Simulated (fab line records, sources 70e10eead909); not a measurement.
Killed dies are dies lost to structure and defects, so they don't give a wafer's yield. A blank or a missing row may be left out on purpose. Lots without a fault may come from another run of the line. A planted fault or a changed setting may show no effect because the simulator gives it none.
Chamber matching | flow nand_harc | NHARC_A_CONTACT_CMP_20 on cmp-03: 4 sister chambers
The step polishes, t overpolish 30 s, target thk 300 nm. 4 wafers are shown with their chamber, then 12 later ones without.

WAFERS WITH THEIR CHAMBER
wafer  | chamber | motor_current_A (A)
L087.1 | 2       | 10.3
L086.6 | 0       | 14.0
L088.3 | 3       | 10.4
L088.6 | 1       | 13.9

WAFERS WITHOUT THEIR CHAMBER
wafer  | motor_current_A (A)
L091.1 | 10.7
L091.2 | 13.0
L091.3 | 10.9
L093.1 | 11.3
L093.3 | 13.6
L093.5 | 10.1
L095.2 | 10.6
L095.3 | 13.8
L095.6 | 13.2
L097.4 | 10.2
L097.5 | 13.5
L097.6 | 13.8

WHICH CHAMBER EACH WENT THROUGH
wafer  | from the rows above     | in truth
L091.1 | can't be placed: 3 or 2 | 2
L091.2 | can't be placed: 1 or 0 | 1
L091.3 | can't be placed: 3 or 2 | 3
L093.1 | can't be placed: 3 or 2 | 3
L093.3 | can't be placed: 1 or 0 | 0
L093.5 | can't be placed: 2 or 3 | 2
L095.2 | can't be placed: 3 or 2 | 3
L095.3 | can't be placed: 1 or 0 | 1
L095.6 | can't be placed: 1 or 0 | 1
L097.4 | can't be placed: 2 or 3 | 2
L097.5 | can't be placed: 1 or 0 | 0
L097.6 | can't be placed: 1 or 0 | 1
Placed correctly: 0 of 12. Can't be placed from these rows: 12 (the true chamber is among the candidates in 12). Placed wrongly: 0.
How it was worked out, from the rows above alone: a wafer's distance from a chamber is the root of the sum, over the readings, of the square of ((its reading less the chamber's mean) divided by the reading's scatter). The wafer belongs to the nearest chamber; if the next one is less than 2 further off, it can't be placed. A chamber's mean is the mean of its shown wafers. The scatter: with one shown wafer a chamber, the root of the mean of the squares of how far each hidden wafer lies from its nearest shown one.
